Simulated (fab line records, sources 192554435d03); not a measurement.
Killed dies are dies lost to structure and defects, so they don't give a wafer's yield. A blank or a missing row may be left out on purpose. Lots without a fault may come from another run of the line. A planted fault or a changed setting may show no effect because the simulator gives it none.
Split-lot experiment | flow n5_finfet | 7 lots, 21 wafers read, on a route of 1938 steps

THE SPLIT
At N5_HKMG_FIN_EXPOSE_46 (exposes mask NDIPOLE), the setting dose_mj was moved away from the recipe's 40 on 9 of the 21 wafers read, by -5.8% to +3.6%. The other wafers ran this setting at the recipe's value.

FROM THE SPLIT TO THE READING: what the file shows between them, 2 steps
- N5_HKMG_FIN_PEB_47: peb time 60 s
- N5_HKMG_FIN_DEVELOP_48: develop time 30 s

THE READING
cd_nm, in nm, at N5_HKMG_FIN_CD_MEAS_49 (target cd 202 nm). Fault-free wafers of this fab line usually give 202.3 nm, standard deviation 0.79 nm.

wafer  | tool, chamber at the split | dose_mj as run | against the recipe | cd_nm, nm | against lot-mates on the recipe
L076.1 | arfi_scanner-02, 0         | 40             | recipe             | 203.3     | -
L076.3 | arfi_scanner-02, 0         | 37.69          | -5.8%              | 199.6     | -3.2
L076.5 | arfi_scanner-02, 0         | 40             | recipe             | 202.2     | -
L078.4 | arfi_scanner-01, 0         | 40             | recipe             | 202.5     | -
L078.5 | arfi_scanner-01, 0         | 40             | recipe             | 203.1     | -
L078.6 | arfi_scanner-01, 0         | 40             | recipe             | 203.4     | -
L080.2 | arfi_scanner-02, 0         | 38.61          | -3.5%              | 200.2     | no lot-mate on the recipe
L080.4 | arfi_scanner-02, 0         | 38.61          | -3.5%              | 200.9     | no lot-mate on the recipe
L080.6 | arfi_scanner-02, 0         | 38.61          | -3.5%              | 200.5     | no lot-mate on the recipe
L081.4 | arfi_scanner-03, 0         | 40             | recipe             | 202.6     | -
L081.5 | arfi_scanner-03, 0         | 40             | recipe             | 201.9     | -
L081.6 | arfi_scanner-03, 0         | 40             | recipe             | 203.0     | -
L084.1 | arfi_scanner-01, 0         | 40             | recipe             | 202.1     | -
L084.4 | arfi_scanner-01, 0         | 40             | recipe             | 202.8     | -
L084.6 | arfi_scanner-01, 0         | 41.42          | +3.6%              | 204.3     | +1.9
L086.2 | arfi_scanner-02, 0         | 40             | recipe             | 202.0     | -
L086.5 | arfi_scanner-02, 0         | 38.99          | -2.5%              | 201.9     | -0.1
L086.6 | arfi_scanner-02, 0         | 38.99          | -2.5%              | 201.4     | -0.6
L092.2 | arfi_scanner-02, 0         | 38.43          | -3.9%              | 199.8     | -3.1
L092.3 | arfi_scanner-02, 0         | 40             | recipe             | 202.9     | -
L092.4 | arfi_scanner-02, 0         | 38.43          | -3.9%              | 199.9     | -3.0

THE FIT
A straight line over all 21 wafers: cd_nm changes by +0.569 nm for each +1% of dose_mj; r = +0.93; the points scatter about the line by 0.49 nm.
The same after taking each lot's own level away (the mean of its wafers on the recipe; 18 wafers): +0.568 nm for each +1%; r = +0.90; scatter 0.6 nm.
On that fit, the largest move of dose_mj shifts the reading by 3.3 nm.
The lots' own levels span 202.00 to 203.00 nm, that is 1.3 times the standard deviation above.
So the lot-to-lot level changes the slope little: the two slopes agree.
Check: with one of the wafers moved furthest among these (-5.8%) left out of the fit, the line predicts -3.32 nm for it against its lot-mates. It came out at -3.15 nm against them.

OTHER SPLITS ON THESE WAFERS
These wafers also went through other splits before the reading. Each is held against what the fit with the lots' levels taken away leaves over:
other split on the same wafers | wafers away from the commonest value | r with cd_nm (lot level and that fit taken away)
N5_SD_EPI_P_EPI_21 temp_c      | 9                                    | -0.20
N5_SDB_COAT_05 spin_rpm        | 6                                    | +0.24

THE FILE'S OWN FIT
cd_nm changes by +0.554 nm for each +1% of dose_mj, r = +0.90.
